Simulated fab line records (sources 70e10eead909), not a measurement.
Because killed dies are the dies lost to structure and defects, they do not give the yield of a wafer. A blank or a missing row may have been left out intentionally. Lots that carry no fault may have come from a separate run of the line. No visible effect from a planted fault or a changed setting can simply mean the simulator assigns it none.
Chamber matching / flow nand harc / NHARC_A_SGD_CUT_ETCH_58 on rie diel-13: 4 sister chambers
The step etches the open film in CF4, target depth 39 nm, time 65 s. 4 wafers are shown with their chamber, then 7 later ones without.

WAFERS, EACH WITH ITS CHAMBER
wafer=L079.4; chamber=1; showerhead plenum p Torr (Torr)=1.75
wafer=L080.2; chamber=2; showerhead plenum p Torr (Torr)=1.73
wafer=L085.3; chamber=3; showerhead plenum p Torr (Torr)=1.83
wafer=L085.5; chamber=0; showerhead plenum p Torr (Torr)=1.73

WAFERS WITH NO CHAMBER GIVEN
wafer=L085.6; showerhead plenum p Torr (Torr)=1.74
wafer=L087.2; showerhead plenum p Torr (Torr)=1.73
wafer=L087.4; showerhead plenum p Torr (Torr)=1.83
wafer=L087.5; showerhead plenum p Torr (Torr)=1.73
wafer=L095.3; showerhead plenum p Torr (Torr)=1.74
wafer=L095.5; showerhead plenum p Torr (Torr)=1.82
wafer=L095.6; showerhead plenum p Torr (Torr)=1.73

EACH ONE'S CHAMBER
wafer=L085.6; from the rows above=can't be placed: 0 or 1 or 2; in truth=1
wafer=L087.2; from the rows above=can't be placed: 0 or 2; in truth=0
wafer=L087.4; from the rows above=3; in truth=3
wafer=L087.5; from the rows above=can't be placed: 0 or 2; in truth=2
wafer=L095.3; from the rows above=can't be placed: 0 or 1 or 2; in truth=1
wafer=L095.5; from the rows above=3; in truth=3
wafer=L095.6; from the rows above=can't be placed: 0 or 2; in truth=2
Correct placement for 2 of the 7. These rows do not allow placing 5 (true chamber among the candidates in 5). Number placed wrongly: 0.
How it was worked out, from the rows above alone: a wafer's distance from a chamber is the root of the sum, over the readings, of the square of ((its reading less the chamber's mean) divided by the reading's scatter). If the next closest chamber is less than 2 further off than the closest, the wafer can't be placed; otherwise it belongs to the closest. Each chamber's mean is taken over the wafers shown for it. The scatter: with one shown wafer a chamber, the root of the mean of the squares of how far each hidden wafer lies from its nearest shown one.
